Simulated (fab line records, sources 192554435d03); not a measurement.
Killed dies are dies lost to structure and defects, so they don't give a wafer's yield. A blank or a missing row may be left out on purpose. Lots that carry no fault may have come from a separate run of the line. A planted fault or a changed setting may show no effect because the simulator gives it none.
fab line records    flow n5Finfet
[record] lots = 5  wafers = 15  lastDay = 17
route steps=1938 shown BEOL_M4@1096 PASSIVATION@1936
lots that met no fault: taken from a fault-free run of the same line
startH: hours from the record's first day to the start of the lot's first wafer shown    waitH: hours from the lot's prior step to this one    " repeats the value in the row above    L1.1+2: several wafers, shown together as one row    - value missing, or start not given    * or withheld: withheld    < > ~ a bound
route shown NAME@n: NAME is a module with steps in the file, n the number in the route of the first one    usual: mean and standard deviation over wafers with no fault    same: alike in all rows    chamber/n: place in a boat    sites: per-site readings    _std_site: how widely they spread, as a standard deviation    _edge_site: mean of outer sites minus mean of inner sites    radiusMm: how far each site lies from the wafer's centre    mask NAME#n: copy n    behind: tool/chamber where the wafer was last shaped    hold: reason for holding the lot/hours on hold/outcome of the hold    device: the transistor (n, p or np) that didn't switch    end of line: the tests these same wafers got at the end of their route    a step without rows: its recipe alone    killed: at the first sort, the dies lost to defects and structure; wafer yield is something else    map: the dies of a wafer, with x for killed, . for not killed, _ for no die there
set.NAME: the run value of the setting; set.NAME@STEP: its run value at that earlier step    model.NAME: the simulator's own value behind a step, which no gauge read
certain route steps with their lots: each step a table, each wafer a row
services: a tool's chamber out of use, with start hour (startH, from the record's first day; less than 0 if before it), hours out, and reason
[[steps]]
[step N5_BEOL_M4_SPUTTER_92]
[recipe] material = Cu  targetThkA = 45  tempC = -20  chamberPressurePa = 0.07  powerW = withheld  timeS = 8.29
[usual] throttleValvePct = 29.5/1.2
[same] timeS = 8.29
lot.wafer  tool           chamber  startH  waitH  throttleValvePct
L442.2     pvdSputter-02  -        190.33  0.1    31.5
L442.3     "              -        "       "      29.8
L442.5     "              -        "       "      31.4
L446.1     pvdSputter-02  -        219.12  0.1    29.9
L446.3     "              -        "       "      31.3
L446.4     "              -        "       "      29.4
L449.4     pvdSputter-02  -        235.79  0.1    30.1
L449.5     "              -        "       "      29.4
L449.6     "              -        "       "      31.6
L453.2     pvdSputter-03  -        254.03  0.1    29.2
L453.3     "              -        "       "      28.0
L453.4     "              -        "       "      31.0
L458.2     pvdSputter-03  -        307.51  0.1    30.6
L458.4     "              -        "       "      28.2
L458.5     "              -        "       "      29.0
[step N5_BEOL_M4_ANNEAL_93]
[recipe] tempC = 400  timeS = 240  ambient = vacuum
[usual] heaterPowerW = 804/64
[same] timeS = 240
lot.wafer  tool           chamber  startH  waitH  heaterPowerW
L442.2     pvdSputter-02  -        190.41  0.0    771
L442.3     "              -        "       "      842
L442.5     "              -        "       "      750
L446.1     pvdSputter-02  -        219.20  0.0    863
L446.3     "              -        "       "      766
L446.4     "              -        "       "      840
L449.4     pvdSputter-02  -        235.87  0.0    872
L449.5     "              -        "       "      760
L449.6     "              -        "       "      738
L453.2     pvdSputter-03  -        254.11  0.0    900
L453.3     "              -        "       "      800
L453.4     "              -        "       "      847
L458.2     pvdSputter-03  -        307.59  0.0    847
L458.4     "              -        "       "      801
L458.5     "              -        "       "      881
[step N5_BEOL_M4_SPUTTER_94]
[recipe] material = Cu  targetThkA = 45  tempC = -20  chamberPressurePa = 0.07  powerW = withheld  timeS = 8.29
[usual] throttleValvePct = 29.5/1.3
[same] timeS = 8.29
lot.wafer  tool           chamber  startH  waitH  throttleValvePct
L442.2     pvdSputter-02  -        190.55  0.1    31.5
L442.3     "              -        "       "      29.9
L442.5     "              -        "       "      31.7
L446.1     pvdSputter-02  -        219.34  0.1    30.0
L446.3     "              -        "       "      31.5
L446.4     "              -        "       "      29.9
L449.4     pvdSputter-02  -        236.01  0.1    29.8
L449.5     "              -        "       "      29.4
L449.6     "              -        "       "      31.6
L453.2     pvdSputter-03  -        254.25  0.1    28.9
L453.3     "              -        "       "      28.0
L453.4     "              -        "       "      30.8
L458.2     pvdSputter-03  -        307.73  0.1    31.0
L458.4     "              -        "       "      28.2
L458.5     "              -        "       "      28.8
[step N5_BEOL_M4_ANNEAL_95]
[recipe] tempC = 400  timeS = 240  ambient = vacuum
[step N5_BEOL_M4_SPUTTER_96]
[recipe] material = Cu  targetThkA = 45  tempC = -20  chamberPressurePa = 0.07  powerW = withheld  timeS = 8.29
[step N5_BEOL_M4_ECD_50]
[recipe] material = Cu  targetThkA = 3000
[step N5_BEOL_M4_ANNEAL_51]
[recipe] tempC = 225  timeS = 90  ambient = N2
[usual] annealTempC = 225.00/0.19  wafer_temp_C_max = 225.89/0.27
[same] timeS = 90
lot.wafer  tool          chamber  startH  waitH  annealTempC  wafer_temp_C_max
L442.2     rtpAnneal-01  0        191.01  0.1    224.71       226.09
L442.3     "             0        "       "      224.97       225.79
L442.5     "             0        "       "      224.82       226.01
L446.1     rtpAnneal-01  0        219.76  0.1    225.11       226.19
L446.3     "             0        "       "      225.14       226.17
L446.4     "             0        "       "      225.23       226.09
L449.4     rtpAnneal-02  0        236.56  0.2    224.99       225.77
L449.5     "             0        "       "      225.32       225.51
L449.6     "             0        "       "      225.31       225.89
L453.2     rtpAnneal-01  0        254.72  0.1    224.54       225.55
L453.3     "             0        "       "      224.76       225.68
L453.4     "             0        "       "      224.59       226.09
L458.2     rtpAnneal-01  0        308.20  0.1    225.08       225.90
L458.4     "             0        "       "      224.86       225.98
L458.5     "             0        "       "      225.25       226.00
[step N5_BEOL_M4_CMP_52]
[recipe] stopOn = SiOC  tOverpolishS = 6.8  downForcePsi = 1  platenRpm = 50  clearingPlatenDownForcePsi = 1.5  clearingPlatenRpm = 50  postCmpClean = cuAlkaline  targetThkNm = 40  clearingPlatenPadVelocityMS = 0.99484  padVelocityMS = 0.99484
[step N5_BEOL_M4_THK_MEAS_53]
[recipe] thkMeasGauge = xrf  reads = Cu_of_BEOL_M4_ECD_50
[usual] M4_THK = 38.9/1.6
lot.wafer  tool          chamber  startH  waitH  M4_THK[nm]
L442.2     filmMetro-01  -        191.56  -      37.1
L442.3     "             -        "       "      39.9
L442.5     "             -        "       "      39.3
L446.1     filmMetro-01  -        220.41  -      42.9
L446.3     "             -        "       "      38.7
L446.4     "             -        "       "      42.3
L449.4     filmMetro-01  -        237.10  -      37.0
L449.5     "             -        "       "      38.7
L449.6     "             -        "       "      39.6
L453.2     filmMetro-01  -        255.28  -      38.2
L453.3     "             -        "       "      40.0
L453.4     "             -        "       "      37.9
L458.2     filmMetro-02  -        308.76  -      41.6
L458.4     "             -        "       "      37.9
L458.5     "             -        "       "      40.0
[step N5_BEOL_M4_PRE_CLEAN_60]
[recipe] gas = NH3/H2  timeS = 15  tempC = *  rfPowerW = 300
[usual] heaterPowerOuterW = 23/7.4  heaterPowerW = 88/11
[same] timeS = 15
lot.wafer  tool      chamber  startH  waitH  heaterPowerOuterW  heaterPowerW
L442.2     cvdCo-01  0        191.60  0.0    25                 84
L442.3     "         1        "       "      33                 99
L442.5     "         0        "       "      25                 84
L446.1     cvdCo-01  0        220.45  0.0    25                 83
L446.3     "         1        "       "      34                 97
L446.4     "         2        "       "      23                 95
L449.4     cvdCo-02  1        237.15  0.1    20                 97
L449.5     "         0        "       "      26                 93
L449.6     "         2        "       "      9                  64
L453.2     cvdCo-02  2        255.31  0.0    10                 63
L453.3     "         0        "       "      26                 95
L453.4     "         2        "       "      10                 64
L458.2     cvdCo-01  1        308.92  0.2    34                 98
L458.4     "         2        "       "      23                 98
L458.5     "         1        "       "      35                 98
[step N5_BEOL_M4_CO_CAP_55]
[recipe] material = Co  targetThkA = 20  tempC = 200  precursor = CCTBA/H2  pressureTorr = 30  timeS = 102.1
[step N5_BEOL_M4_PRE_CLEAN_56]
[recipe] gas = NH3  timeS = 15  tempC = withheld  rfPowerW = 300
[step N5_BEOL_M4_DEP_57]
[recipe] material = SiCN  targetThkA = 80  tempC = withheld  precursor = 3MS/NH3  pressureTorr = 3  rfW = 202  timeS = 14
[usual] showerheadPlenumPTorr = 3.664/0.012  showerheadVppV = 895/67  throttleValvePct = 8.8/0.41
lot.wafer  tool      chamber  startH  waitH  showerheadPlenumPTorr  showerheadVppV  throttleValvePct  model.SiCN_of_BEOL_M4_DEP_57.thkNm
L442.2     pecvd-02  1        191.76  0.0    3.660                  884             8.9               7.6
L442.3     "         0        "       "      3.664                  1014            9.2               7.8
L442.5     "         2        "       "      3.654                  809             8.4               8
L446.1     pecvd-04  0        220.61  0.0    3.665                  929             9.1               7.8
L446.3     "         1        "       "      3.673                  802             8.8               7.8
L446.4     "         1        "       "      3.665                  829             8.6               8
L449.4     pecvd-04  2        237.31  0.0    3.658                  904             8.4               8
L449.5     "         1        "       "      3.662                  788             8.6               7.4
L449.6     "         0        "       "      3.671                  908             9.1               8.2
L453.2     pecvd-01  0        255.47  0.0    3.681                  917             9.6               8
L453.3     "         2        "       "      3.643                  911             8.1               8
L453.4     "         0        "       "      3.687                  919             9.5               8
L458.2     pecvd-01  2        309.13  0.0    3.652                  914             8.4               8
L458.4     "         2        "       "      3.643                  906             8.2               7.8
L458.5     "         1        "       "      3.661                  844             9.0               7.8
[step N5_BEOL_M4_RS_MEAS_58]
[recipe] thkMeasGauge = four-point-probe  reads = Co_of_BEOL_M4_CO_CAP_55+Cu_of_BEOL_M4_ECD_50+Co_of_BEOL_M4_CVD_47+TaN_of_BEOL_M4_ALD_84
[usual] M4_RS = 0.68/0.037
lot.wafer  tool          chamber  startH  waitH  M4_RS[ohm/sq]
L442.2     filmMetro-01  -        191.82  0.1    0.72
L442.3     "             -        "       "      0.65
L442.5     "             -        "       "      0.67
L446.1     filmMetro-01  -        220.67  0.0    0.59
L446.3     "             -        "       "      0.67
L446.4     "             -        "       "      0.61
L449.4     filmMetro-01  -        237.36  0.0    0.73
L449.5     "             -        "       "      0.68
L449.6     "             -        "       "      0.66
L453.2     filmMetro-01  -        255.54  0.1    0.68
L453.3     "             -        "       "      0.65
L453.4     "             -        "       "      0.69
L458.2     filmMetro-02  -        309.20  0.1    0.63
L458.4     "             -        "       "      0.70
L458.5     "             -        "       "      0.66
[step N5_BEOL_M4_RC_MEAS_101]
[usual] DIBL_N = 36.1/1.6  DIBL_P = 35.7/1.8  IOFF_N = 0.159/0.027  IOFF_P = 0.21/0.03  ION_N = 673/10  ION_P = 462/7.4  SS_N = 71.4/0.56  SS_P = 73.2/0.61  VT_N = 249.7/3  VT_P = -250/3.1
lot.wafer  tool       chamber  startH  waitH  DIBL_N[mV/V]  DIBL_P[mV/V]  IOFF_N[nA/um]  IOFF_P[nA/um]  ION_N[uA/um]  ION_P[uA/um]  SS_N[mV/dec]  SS_P[mV/dec]  VT_N[mV]  VT_P[mV]
L442.2     prober-02  0        192.03  0.2    35.6          33.5          0.143          0.19           659           454           71.5          73.1          253.8     -250
L442.3     "          0        "       "      37.0          35.8          0.177          0.22           662           457           71.7          73.9          248.6     -247
L442.5     "          0        "       "      37.5          35.7          0.181          0.23           667           464           71.5          73.3          249.3     -249
L446.1     prober-02  0        220.72  0.0    35.0          34.5          0.155          0.19           666           451           71.8          73.2          247.7     -251
L446.3     "          0        "       "      35.5          35.5          0.153          0.19           673           463           71.5          73.1          250.3     -252
L446.4     "          0        "       "      36.4          35.6          0.173          0.20           677           459           72.1          73.8          249.8     -251
L449.4     prober-01  0        237.87  0.5    37.7          37.7          0.182          0.25           672           459           71.7          74.1          249.3     -246
L449.5     "          0        "       "      34.0          31.8          0.114          0.16           661           456           71.4          72.5          254.6     -254
L449.6     "          0        "       "      39.2          39.0          0.219          0.27           674           466           71.7          74.4          243.8     -246
L453.2     prober-02  0        255.74  0.2    36.3          35.4          0.162          0.21           668           465           71.7          73.2          249.7     -248
L453.3     "          0        "       "      38.1          38.6          0.210          0.28           677           464           72.6          73.8          243.5     -245
L453.4     "          0        "       "      37.7          39.1          0.206          0.27           685           474           71.9          73.0          244.7     -245
L458.2     prober-01  0        309.41  0.2    33.5          33.4          0.125          0.17           674           463           71.4          72.5          253.5     -253
L458.4     "          0        "       "      36.8          37.8          0.185          0.24           687           469           71.3          73.4          248.2     -248
L458.5     "          0        "       "      33.9          33.7          0.131          0.17           674           459           71.1          72.3          248.2     -253
[step N5_PASSIVATION_PROBE_49]
[usual] defectLimitedYield = 91.0/1.3  killed_at_M0_to_M3 = 33/10  killed_at_M4_up = 14/5.6  killedAtContacts = 12/5.8  killedAtFrontEnd = 43/11  killedAtOther = 4.1/2.8  killedDies = 106/15  killedOpen = 70/12  killedShort = 34/7.5  sort_bin_5_function = 5.3/0.88  sort_bin_6_memory = 3.3/0.64  sortNPass = 1074/15  sortYieldPct = 91.0/1.3
[same] grossDies = 1180  killedAtBackSide = 0  sort_bin_4_leakage[%] = 0  sort_bin_8_speed[%] = 0
lot.wafer  tool       chamber  startH  waitH  defectLimitedYield[%]  killed_at_M0_to_M3  killed_at_M4_up  killedAtContacts  killedAtFrontEnd  killedAtOther  killedDies  killedOpen  killedShort  sort_bin_5_function[%]  sort_bin_6_memory[%]  sortNPass  sortYieldPct[%]
L442.2     prober-01  -        299.00  0.1    89.4                   43                  17               7                 56                2              125         82          38           5.8                     4.2                   1055       89.4
L442.3     prober-01  -        299.05  0.1    91.4                   35                  14               10                38                5              102         66          34           4.6                     3.8                   1078       91.4
L442.5     prober-01  -        299.15  0.2    91.4                   34                  22               5                 39                1              101         62          32           5.2                     3.0                   1079       91.4
// killed by level:class
L442.2 FIN_SAQP:geometricParticle:short=11 FIN_SAQP:geometricParticle:open=10 BEOL_M2:geometricParticle:open=10 STI_FIN_REVEAL:geometricParticle:open=9 BEOL_M3:geometricParticle:open=9 BEOL_M0_SAQP:geometricParticle:open=8 BEOL_M1:geometricParticle:open=8 BEOL_M4:geometricParticle:open=7
L442.3 MOL_CONTACT_COAG:geometricParticle:open=8 STI_FIN_REVEAL:geometricParticle:open=7 BEOL_M1:geometricParticle:open=7 BEOL_M0_SAQP:geometricParticle:short=6 STARTING-WAFER:geometricParticle:open=6 GATE_CUT:geometricParticle:short=5 BEOL_M3:geometricParticle:open=5 FIN_SAQP:geometricParticle:short=4
L442.5 STI_FIN_REVEAL:geometricParticle:open=9 BEOL_M4:geometricParticle:open=7 FIN_SAQP:geometricParticle:short=6 BEOL_M0_SAQP:geometricParticle:short=6 BEOL_M0_SAQP:geometricParticle:open=6 MOL_CONTACT_COAG:geometricParticle:open=5 BEOL_M3:geometricParticle:open=5 FIN_SAQP:geometricParticle:open=4
[[services]]
tool           chamber  startH  hours  kind
pecvd-04       -        166.65  1.6    repair
rtpAnneal-01   -        185.88  2.8    pm
cvdCo-01       1        209.51  7.7    repair
cvdCo-01       -        228.38  6.9    pm
pecvd-01       2        237.14  7.1    repair
cvdCo-01       -        253.77  3.2    repair
cvdCo-02       -        259.45  4.3    pm
pecvd-02       0        260.35  2.1    scheduledDown
cvdCo-01       0        275.61  34.9   repair
pecvd-04       -        285.39  1.9    repair
pecvd-01       -        286.63  6.0    pm
pvdSputter-02  -        302.85  7.1    repair
[[key]]
firstSign none at tools or gauges
[modelEffect] step = N5_BEOL_M4_DEP_57  value = SiCN_of_BEOL_M4_DEP_57.thkNm  without = 7.8  struck = 7.4
metAt N5_BEOL_M4_DEP_57
struckWafers L449.5
onsetBetween 220.61 237.31
[fault] kind = processParameterDrift  tool = pecvd-04  chamber = -  onsetH = 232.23  steps = N5_BEOL_M4_DEP_57  channel = timeS  offset = *  shape = step  endH = 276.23  scope = struckWafersOnly  actsIn = *  stated = *
